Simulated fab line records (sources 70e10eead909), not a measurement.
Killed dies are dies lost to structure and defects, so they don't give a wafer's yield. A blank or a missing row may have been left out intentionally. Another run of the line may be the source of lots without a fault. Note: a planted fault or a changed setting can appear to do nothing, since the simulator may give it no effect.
Matching of chambers || flow nandHarc || pecvd-02 running NHARC_A_STAIRCASE_DEP_156: 3 sister chambers
The step deposits SiNx, target thk 50 nm. 3 wafers are shown with their chamber, then 9 later ones without.

## WAFERS PAIRED WITH THEIR CHAMBERS
{"wafer": "L085.1", "chamber": 2, "heaterPowerW (W)": 736}
{"wafer": "L085.5", "chamber": 0, "heaterPowerW (W)": 835}
{"wafer": "L085.6", "chamber": 1, "heaterPowerW (W)": 790}

## WAFERS WITH NO CHAMBER GIVEN
{"wafer": "L088.1", "heaterPowerW (W)": 762}
{"wafer": "L088.4", "heaterPowerW (W)": 749}
{"wafer": "L088.5", "heaterPowerW (W)": 649}
{"wafer": "L090.1", "heaterPowerW (W)": 735}
{"wafer": "L090.4", "heaterPowerW (W)": 636}
{"wafer": "L090.6", "heaterPowerW (W)": 841}
{"wafer": "L092.1", "heaterPowerW (W)": 835}
{"wafer": "L092.4", "heaterPowerW (W)": 830}
{"wafer": "L092.6", "heaterPowerW (W)": 747}

## CHAMBER TAKEN BY EACH
{"wafer": "L088.1", "from the rows above": "can't be placed: 2 or 1 or 0", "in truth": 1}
{"wafer": "L088.4", "from the rows above": "can't be placed: 2 or 1 or 0", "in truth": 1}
{"wafer": "L088.5", "from the rows above": "can't be placed: 2 or 1", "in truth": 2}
{"wafer": "L090.1", "from the rows above": "can't be placed: 2 or 1", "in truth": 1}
{"wafer": "L090.4", "from the rows above": "can't be placed: 2 or 1", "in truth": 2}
{"wafer": "L090.6", "from the rows above": "can't be placed: 0 or 1", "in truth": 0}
{"wafer": "L092.1", "from the rows above": "can't be placed: 0 or 1", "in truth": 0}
{"wafer": "L092.4", "from the rows above": "can't be placed: 0 or 1 or 2", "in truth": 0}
{"wafer": "L092.6", "from the rows above": "can't be placed: 2 or 1 or 0", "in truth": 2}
0 of 9 placed correctly. Unplaceable from these rows: 9, with the true chamber sitting among the candidates in 9. Number placed wrongly: 0.
How it was worked out, from the rows above alone: a wafer's distance from a chamber is the root of the sum, over the readings, of the square of ((its reading less the chamber's mean) divided by the reading's scatter). The wafer belongs to the nearest chamber; if the next one is less than 2 further off, it can't be placed. The mean given for a chamber averages the wafers shown for that chamber. The scatter: with one shown wafer a chamber, the root of the mean of the squares of how far each hidden wafer lies from its nearest shown one.
